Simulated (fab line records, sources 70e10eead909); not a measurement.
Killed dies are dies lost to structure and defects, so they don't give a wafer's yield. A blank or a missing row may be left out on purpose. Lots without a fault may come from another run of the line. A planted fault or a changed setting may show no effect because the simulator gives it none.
fab line records | flow nand_harc
record lots=7 wafers=21 last_day=33
route steps=1302 shown P_M1@297 END@1302
lots that met no fault: from a run of the same line without faults
start_h: hours from the record's first day to the start of the lot's first wafer shown | wait_h: hours since the lot's step before | " the same as in the row above | L1.1+2: a row that stands for several wafers | - no value, or no start given | * or withheld: withheld | < > ~ a bound
route shown NAME@n: a module of which the file shows steps, and the number in the route of the first | usual: mean/standard deviation of fault-free wafers | same: alike in all rows | chamber/n: place in a boat | sites: the reading at each site | _std_site: their standard deviation | _edge_site: outer sites' mean less inner sites' | radius_mm: how far each site lies from the wafer's centre | mask NAME#n: copy n | behind: the tool/chamber that last shaped the wafer | hold: why the lot was held/for how many hours/how that ended | device: the transistor (n, p or np) that didn't switch | end of line: the same wafers' tests at the end of the route | a step without rows: its recipe alone | killed: dies lost to structure and defects at the first sort, not the wafer's yield | map: a wafer's dies, x killed, . not, _ none there
set.NAME: the setting as run; set.NAME@STEP: as run at that earlier step | model.NAME: the simulator's own value behind a step, which no gauge read
lots at some steps of the route; a table a step, a row a wafer
services: from which hour (start_h, from the record's first day; less than 0 if before it) a tool's chamber was out of use, for how many hours, and why
## steps
# step NHARC_P_M1_INSPECT_11
# usual raw_defect_count=4.3/2.4
# columns lot.wafer tool chamber start_h wait_h raw_defect_count
L112.1 defect_inspect-01 - 174.84 0.0 3
L112.3 " - " " 5
L112.4 " - " " 9
L117.2 defect_inspect-02 - 229.45 0.0 5
L117.4 " - " " 1
L117.5 " - " " 1
L118.3 defect_inspect-01 - 233.40 0.0 3
L118.4 " - " " 5
L118.5 " - " " 4
L119.1 defect_inspect-01 - 244.05 0.0 8
L119.2 " - " " 2
L119.3 " - " " 3
L122.1 defect_inspect-02 - 284.13 0.0 3
L122.3 " - " " 1
L122.5 " - " " 4
L128.3 defect_inspect-01 - 339.50 0.0 4
L128.4 " - " " 1
L128.5 " - " " 2
L130.1 defect_inspect-01 - 355.32 0.0 6
L130.2 " - " " 5
L130.5 " - " " 7
# step NHARC_P_M1_DESCUM_14
# recipe time_s=3 o2_flow_sccm=200 ar_flow_sccm=0 bias_power_w=0 chemistry=O2
# usual chamber_pressure_mTorr=60.00/0.057 drypump_motor_current_A=5.6/0.47 oes_product_au=1.000/0.0088 rf_vpp_V=57.9/0.84 showerhead_plenum_p_Torr=1.94/0.079 throttle_valve_pct=11.310/0.0099
# columns lot.wafer tool chamber start_h wait_h chamber_pressure_mTorr drypump_motor_current_A oes_product_au rf_hours_counter_h rf_vpp_V showerhead_plenum_p_Torr throttle_valve_pct
L112.1 rie_diel-06 3 174.90 0.1 60.01 5.8 0.995 2 58.7 1.99 11.317
L112.3 " 1 " " 59.95 5.8 1.004 2 58.3 2.06 11.297
L112.4 " 2 " " 59.99 6.6 0.982 2 58.4 1.91 11.319
L117.2 rie_diel-06 1 229.51 0.1 60.00 5.9 0.995 5 57.6 2.06 11.325
L117.4 " 0 " " 60.12 5.8 0.980 6 56.0 1.87 11.311
L117.5 " 1 " " 59.94 5.9 0.992 - 57.1 2.06 11.304
L118.4 rie_diel-11 1 233.48 0.1 59.94 5.4 1.012 39 57.6 1.98 11.318
L118.3 " 2 " " 59.94 6.0 1.006 39 57.6 1.78 11.314
L118.5 " 0 " " 59.90 5.4 1.003 - 58.7 2.05 11.307
L119.2 rie_diel-07 3 244.11 0.1 59.98 5.7 1.019 11 57.8 1.97 11.298
L119.3 " 1 " " 60.07 5.3 1.006 10 58.3 1.80 11.304
L119.1 " 2 " " 60.03 4.8 1.005 8 58.4 1.98 11.309
L122.3 rie_diel-07 0 284.20 0.1 59.99 5.5 0.991 13 59.0 1.94 11.314
L122.1 " 1 " " 59.93 5.3 0.997 11 57.2 1.80 11.300
L122.5 " 0 " " 60.03 5.5 0.994 - 57.6 1.94 11.308
L128.4 rie_diel-07 2 339.58 0.1 59.92 4.8 1.000 2 57.9 1.98 11.316
L128.3 " 3 " " 59.97 5.7 1.005 3 58.1 1.97 11.315
L128.5 " 1 " " 59.98 5.3 0.995 - 57.7 1.79 11.298
L130.2 rie_diel-07 3 355.38 0.1 59.95 5.7 1.004 4 58.3 1.97 11.331
L130.1 " 1 " " 60.01 5.3 0.997 4 58.3 1.79 11.314
L130.5 " 0 " " 59.97 5.5 0.991 - 58.4 1.94 11.301
# step NHARC_P_M1_ETCH_35
# recipe target_depth_a=400 overetch_a=120 time_s=43.94 ion_energy_ev=200 n2_flow_sccm=150 h2_flow_sccm=150 ar_flow_sccm=0 rf_w=400 bias_w=150 chemistry=N2/H2
# step NHARC_P_M1_ETCH_15
# recipe target_depth_a=1825 time_s=91.2 c4f8_flow_sccm=withheld ar_flow_sccm=400 rf_w=600 bias_w=300 chemistry=C4F8/Ar
# usual chamber_pressure_mTorr=25.003/0.022 oes_product_au=0.960/0.02 rf_vpp_V=441.4/2.5
# columns lot.wafer tool chamber start_h wait_h chamber_pressure_mTorr oes_product_au rf_hours_counter_h rf_vpp_V
L112.3 rie_diel-06 3 - - 25.003 0.950 3 443.3
L112.1 " 0 " " 24.970 0.967 2 439.3
L112.4 " 2 " " 24.989 0.968 2 441.1
L117.4 rie_diel-06 1 - - 24.988 0.957 5 444.6
L117.2 " 2 " " 25.025 0.956 5 441.0
L117.5 " 2 " " 25.019 0.961 - 439.6
L118.3 rie_diel-11 1 - - 25.034 0.954 39 442.9
L118.4 " 2 " " 25.019 0.955 39 436.9
L118.5 " 0 " " 24.956 0.943 - 444.8
L119.3 rie_diel-07 1 - - 24.993 0.959 10 437.1
L119.2 " 2 " " 25.037 0.973 8 444.6
L119.1 " 3 " " 24.979 0.972 11 442.8
L122.1 rie_diel-07 1 - - 24.975 0.953 11 434.8
L122.3 " 0 " " 25.001 0.955 13 442.4
L122.5 " 0 " " 24.988 0.951 - 441.3
L128.3 rie_diel-07 0 - - 25.012 0.956 3 442.3
L128.4 " 1 " " 25.004 0.970 2 436.8
L128.5 " 1 " " 25.037 0.972 - 437.2
L130.2 rie_diel-07 2 - - 25.075 0.983 4 442.7
L130.1 " 3 " " 25.009 0.963 4 443.5
L130.5 " 1 " " 24.975 0.979 - 437.5
# step NHARC_P_M1_CD_MEAS_16
# usual cd_nm=129.7/0.87
# columns lot.wafer tool chamber start_h wait_h cd_nm
L112.1 cd_sem-03 - 175.20 - 130.2
L112.3 " - " " 129.7
L112.4 " - " " 131.1
L117.2 cd_sem-03 - 229.82 - 130.1
L117.4 " - " " 130.0
L117.5 " - " " 129.8
L118.3 cd_sem-01 - 233.77 - 130.4
L118.4 " - " " 130.1
L118.5 " - " " 129.4
L119.1 cd_sem-01 - 244.46 - 129.1
L119.2 " - " " 128.5
L119.3 " - " " 128.6
L122.1 cd_sem-01 - 284.54 - 128.6
L122.3 " - " " 128.2
L122.5 " - " " 128.1
L128.3 cd_sem-01 - 339.87 - 128.7
L128.4 " - " " 129.6
L128.5 " - " " 129.4
L130.1 cd_sem-02 - 355.68 - 130.0
L130.2 " - " " 129.5
L130.5 " - " " 129.4
# step NHARC_P_M1_STRIP_18
# recipe power_w=1000 n2_flow_sccm=150 h2_flow_sccm=150 ar_flow_sccm=0 bias_w=0 chemistry=N2/H2
# usual chamber_pressure_mTorr=29.999/0.029 drypump_motor_current_A=5.7/0.5 oes_product_au=1.001/0.0099 rf_vpp_V=90.9/0.95 showerhead_plenum_p_Torr=2.07/0.081 throttle_valve_pct=14.171/0.008
# columns lot.wafer tool chamber start_h wait_h chamber_pressure_mTorr drypump_motor_current_A oes_product_au rf_hours_counter_h rf_vpp_V showerhead_plenum_p_Torr throttle_valve_pct
L112.3 rie_diel-07 3 175.31 0.1 29.916 5.7 0.995 4 91.3 2.11 14.172
L112.1 " 0 " " 29.969 5.6 1.010 4 90.0 2.07 14.169
L112.4 " 0 " " 30.024 5.5 1.008 - 91.0 2.07 14.160
L117.4 rie_diel-07 2 229.89 0.1 29.989 4.8 1.014 7 90.8 2.12 14.171
L117.2 " 0 " " 30.005 5.5 1.007 9 93.4 2.07 14.152
L117.5 " 2 " " 30.041 4.8 1.010 - 90.8 2.12 14.164
L118.4 rie_diel-07 1 233.84 0.1 30.032 5.3 1.022 8 90.0 1.91 14.167
L118.3 " 2 " " 30.075 4.8 1.028 7 90.1 2.12 14.178
L118.5 " 2 " " 30.047 4.8 1.015 - 92.9 2.12 14.166
L119.2 rie_diel-06 3 244.53 0.1 30.053 5.8 0.987 7 90.0 2.12 14.162
L119.3 " 0 " " 30.011 5.8 0.994 7 90.8 1.99 14.162
L119.1 " 1 " " 30.012 5.9 1.006 6 91.0 2.20 14.165
L122.1 rie_diel-06 2 284.64 0.1 30.002 6.6 0.984 9 90.9 2.03 14.171
L122.3 " 3 " " 30.057 5.8 1.006 10 89.6 2.12 14.190
L122.5 " 2 " " 29.942 6.6 0.991 - 90.4 2.04 14.173
L128.3 rie_diel-07 2 339.99 0.1 29.979 4.8 1.000 2 90.7 2.11 14.172
L128.4 " 3 " " 29.969 5.7 1.003 3 90.1 2.10 14.174
L128.5 " 1 " " 30.014 5.3 1.009 - 89.5 1.91 14.184
L130.1 rie_diel-06 3 355.81 0.1 30.000 5.8 1.012 2 91.4 2.12 14.181
L130.2 " 0 " " 29.992 5.8 0.996 2 90.7 1.99 14.182
L130.5 " 1 " " 30.007 5.9 1.016 - 91.8 2.20 14.163
# step NHARC_P_M1_ETCH_28
# recipe target_depth_a=300 over_etch_frac=0.3 time_s=72.99 ion_energy_ev=150 cf4_flow_sccm=50 n2_flow_sccm=100 ar_flow_sccm=150 rf_w=300 bias_w=100 chemistry=CF4/N2
# step NHARC_P_M1_STRIP_19
# recipe time_s=600 temp_c=30 chemistry=post_etch_residue_remover
# step NHARC_P_M1_DEGAS_29
# recipe temp_c=250 time_s=60
# step NHARC_P_M1_PRE_CLEAN_30
# recipe time_s=30 temp_c=280 gas=H2/He
# step NHARC_P_M1_PVD_20
# recipe target_thk_a=50 bias_v=168.6 power_w=15000 chamber_pressure_pa=0.12 time_s=8.06 substrate_temp_c=50 material=TaN
# usual throttle_valve_pct=29.7/1.2
# columns lot.wafer tool chamber start_h wait_h throttle_valve_pct
L112.1 pvd_sputter-01 - - - 30.8
L112.3 " - " " 27.6
L112.4 " - " " 28.8
L117.4 pvd_sputter-02 - - - 30.2
L117.2 " - " " 31.4
L117.5 " - " " 29.8
L118.3 pvd_sputter-03 - - - 31.5
L118.4 " - " " 30.2
L118.5 " - " " 31.7
L119.1 pvd_sputter-02 - - - 28.4
L119.3 " - " " 30.1
L119.2 " - " " 31.4
L122.1 pvd_sputter-01 - - - 29.2
L122.3 " - " " 27.7
L122.5 " - " " 30.9
L128.3 pvd_sputter-01 - - - 28.4
L128.4 " - " " 31.1
L128.5 " - " " 29.1
L130.1 pvd_sputter-02 - - - 29.0
L130.2 " - " " 30.0
L130.5 " - " " 29.9
# step NHARC_P_M1_PVD_21
# recipe target_thk_a=300 chamber_pressure_pa=5 power_w=5000 substrate_temp_c=30 time_s=20.49 material=Cu
# usual throttle_valve_pct=29.5/1.3
# columns lot.wafer tool chamber start_h wait_h throttle_valve_pct
L112.1 pvd_sputter-01 - - - 27.2
L112.4 " - " " 28.7
L112.3 " - " " 30.8
L117.2 pvd_sputter-02 - - - 28.3
L117.4 " - " " 29.9
L117.5 " - " " 31.0
L118.4 pvd_sputter-03 - - - 28.4
L118.3 " - " " 31.4
L118.5 " - " " 30.7
L119.3 pvd_sputter-02 - - - 29.6
L119.1 " - " " 30.0
L119.2 " - " " 31.4
L122.1 pvd_sputter-01 - - - 29.0
L122.3 " - " " 31.2
L122.5 " - " " 29.1
L128.4 pvd_sputter-01 - - - 31.1
L128.3 " - " " 27.7
L128.5 " - " " 31.0
L130.1 pvd_sputter-02 - - - 28.0
L130.2 " - " " 30.0
L130.5 " - " " 29.0
# step NHARC_P_M1_ECD_22
# recipe target_thk_a=4000 bath_temp_c=25 material=Cu
# columns lot.wafer tool chamber start_h wait_h
L112.1+4+3 ecd_cu-01 0,1,0 176.43 -
L117.2+4+5 ecd_cu-01 1,1,0 230.89 -
L118.3+4+5 ecd_cu-01 1,0,1 234.94 -
L119.2+1+3 ecd_cu-01 1,0,1 245.54 -
L122.1+3+5 ecd_cu-02 0,1,1 285.62 -
L128.3+4+5 ecd_cu-02 1,0,0 341.05 -
L130.1+2+5 ecd_cu-02 1,0,0 356.75 -
# step NHARC_P_M1_ANNEAL_31
# recipe temp_c=225 time_s=90
# step NHARC_P_M1_CMP_23
# recipe t_overpolish_s=20 target_thk_nm=157.82
# usual motor_current_A=12.6/1.2 slurry_flow_ml_min=150.0/0.46 time_to_endpoint_s=28.1/2.7
# same t_overpolish_s=20
# columns lot.wafer tool chamber start_h wait_h motor_current_A slurry_flow_ml_min time_to_endpoint_s
L112.4 cmp-04 0 177.10 - 11.2 150.3 32.5
L112.1 " 2 " " 12.0 149.8 27.1
L112.3 " 3 " " 11.1 150.2 28.0
L117.4 cmp-04 1 231.61 - 13.1 149.6 14.8
L117.2 " 2 " " 12.4 149.9 13.0
L117.5 " 2 " " 11.7 150.0 11.3
L118.4 cmp-03 2 235.57 - 11.8 150.4 14.0
L118.3 " 1 " " 12.6 149.4 13.4
L118.5 " 3 " " 11.3 149.8 12.3
L119.1 cmp-04 1 246.30 - 13.2 149.2 15.3
L119.3 " 2 " " 12.4 150.7 10.7
L119.2 " 0 " " 11.3 150.0 15.2
L122.3 cmp-03 3 286.37 - 10.7 150.8 25.0
L122.1 " 1 " " 12.9 150.2 26.4
L122.5 " 2 " " 11.8 149.9 26.5
L128.4 cmp-03 2 341.66 - 12.8 149.1 26.9
L128.3 " 3 " " 11.3 150.1 26.4
L128.5 " 2 " " 12.6 149.8 26.3
L130.1 cmp-01 0 357.47 - 14.6 149.1 22.8
L130.2 " 1 " " 12.2 149.2 27.7
L130.5 " 1 " " 12.5 149.7 24.7
# step NHARC_P_M1_THK_MEAS_24
# recipe thk_meas_gauge=xrf
# usual thk_nm=157.6/1.6
# columns lot.wafer tool chamber start_h wait_h thk_nm
L112.1 film_metro-01 - 177.42 - 156.1
L112.3 " - " " 158.5
L112.4 " - " " 160.2
L117.2 film_metro-02 - 231.93 - 158.0
L117.4 " - " " 158.5
L117.5 " - " " 158.8
L118.3 film_metro-01 - 235.88 - 158.0
L118.4 " - " " 160.5
L118.5 " - " " 158.0
L119.1 film_metro-01 - 246.61 - 158.1
L119.2 " - " " 160.7
L119.3 " - " " 156.2
L122.1 film_metro-01 - 286.66 - 156.1
L122.3 " - " " 155.8
L122.5 " - " " 156.7
L128.3 film_metro-01 - 341.98 - 157.2
L128.4 " - " " 154.8
L128.5 " - " " 156.8
L130.1 film_metro-01 - 357.80 - 155.6
L130.2 " - " " 158.9
L130.5 " - " " 155.5
# step NHARC_END_SORT_01
# recipe temp_c=25
# usual defect_limited_yield=91.2/1.8 killed_at_array=55/12 killed_at_other=1.0/1.2 killed_at_periphery=3.9/2.6 killed_dies=60/12 killed_open=3.3/1.9 killed_short=2.5/1.8
# same gross_dies=677
# columns lot.wafer tool chamber start_h wait_h defect_limited_yield[%] killed_at_array killed_at_other killed_at_periphery killed_dies killed_open killed_short
L119.1 prober-01 0 671.97 2.5 93.4 40 0 5 45 3 2
L119.2 prober-01 0 672.78 2.8 93.2 45 0 1 46 6 2
L119.3 prober-01 0 673.59 3.1 92.9 48 0 0 48 2 3
L128.3 prober-02 0 768.55 3.1 92.5 46 0 5 51 0 2
L128.4 prober-02 0 769.34 3.4 91.4 56 0 2 58 7 2
L128.5 prober-02 0 770.13 3.7 92.0 51 1 2 54 4 6
# killed by level:class
L119.1 A_CHANNEL_HOLE_D1:chamber_film_flake=25 A_CONTACT:chamber_film_flake=7 P_CONTACT:geometric_particle:open=2 A_CHANNEL_HOLE_D2:geometric_particle:short=1 A_SGD_CUT:geometric_particle:open=1 A_WL_FILL:geometric_particle:short=1 A_ZERO_WELL:chamber_film_flake=1 P_ZERO_WELL:chamber_film_flake=1
L119.2 A_CHANNEL_HOLE_D1:chamber_film_flake=25 A_CONTACT:chamber_film_flake=4 A_CHANNEL_FILL_D1:geometric_particle:open=2 A_CHANNEL_FILL_D2:chamber_film_flake=2 A_M0:chamber_film_flake=2 P_M0:geometric_particle:open=1 A_DECK1_JOINT:geometric_particle:short=1 A_CHANNEL_FILL_D2:geometric_particle:open=1
L119.3 A_CHANNEL_HOLE_D1:chamber_film_flake=28 A_CONTACT:chamber_film_flake=7 A_SLIT:chamber_film_flake=6 A_WL_FILL:geometric_particle:short=2 A_CHANNEL_HOLE_D2:geometric_particle:open=1 A_CONTACT:geometric_particle:short=1 A_M1:geometric_particle:open=1 A_CHANNEL_HOLE_D2:chamber_film_flake=1
L128.3 A_CHANNEL_HOLE_D2:chamber_film_flake=27 A_SLIT:chamber_film_flake=8 A_CONTACT:chamber_film_flake=6 A_ZERO_WELL:chamber_film_flake=2 P_GATE:geometric_particle:short=1 P_M0:geometric_particle:short=1 P_ZERO_WELL:chamber_film_flake=1 P_STI:chamber_film_flake=1
L128.4 A_CHANNEL_HOLE_D2:chamber_film_flake=25 A_SLIT:chamber_film_flake=9 A_CONTACT:chamber_film_flake=5 A_ZERO_WELL:chamber_film_flake=3 A_STAIRCASE:chamber_film_flake=3 A_ONON_D1:geometric_particle:open=2 A_CHANNEL_HOLE_D1:unspecified=2 P_CONTACT:geometric_particle:open=1
L128.5 A_CHANNEL_HOLE_D2:chamber_film_flake=27 A_SLIT:chamber_film_flake=7 A_CONTACT:chamber_film_flake=5 A_STAIRCASE:chamber_film_flake=3 A_WL_FILL:geometric_particle:short=2 P_M0:geometric_particle:open=1 P_M0:geometric_particle:short=1 A_ONON_D1:geometric_particle:short=1
## services
# columns tool chamber start_h hours kind
cmp-03 - 157.08 1.6 repair
pvd_sputter-03 - 159.58 1.4 repair
ecd_cu-01 - 160.00 8.0 pm
cmp-03 - 162.00 4.0 pm
rie_diel-07 2 162.96 19.0 repair
ecd_cu-02 - 168.22 0.5 repair
cmp-04 - 209.47 4.0 pm
ecd_cu-02 - 225.13 0.3 repair
pvd_sputter-01 - 226.00 10.0 pm
rie_diel-07 0 235.14 9.8 repair
ecd_cu-02 - 244.00 8.0 pm
cmp-03 - 260.00 4.0 pm
pvd_sputter-02 - 260.43 9.8 repair
rie_diel-07 3 264.80 9.4 repair
rie_diel-07 3 276.96 22.8 repair
pvd_sputter-02 - 286.08 10.0 pm
rie_diel-07 - 294.20 9.0 pm
rie_diel-06 - 307.20 9.0 pm
cmp-04 - 307.47 4.0 pm
cmp-04 - 332.34 18.0 repair
ecd_cu-01 - 336.00 8.0 pm
rie_diel-07 - 338.27 0.5 repair
pvd_sputter-02 - 342.96 7.3 repair
ecd_cu-01 - 344.50 2.5 repair
## key
first_sign step=NHARC_P_M1_CMP_23 reading=time_to_endpoint_s direction=down sigmas=5.4 usual=* struck=*
effect none on later readings
met_at NHARC_P_M1_ECD_22
struck_wafers L117.2,L117.4,L117.5,L118.3,L118.4,L118.5,L119.1,L119.2,L119.3
onset_between 176.43 230.89
fault kind=process_parameter_drift tool=ecd_cu-01 chamber=- onset_h=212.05 steps=NHARC_P_M1_ECD_22 channel=target_thk_a offset=* shape=step end_h=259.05 acts_in=* stated=*
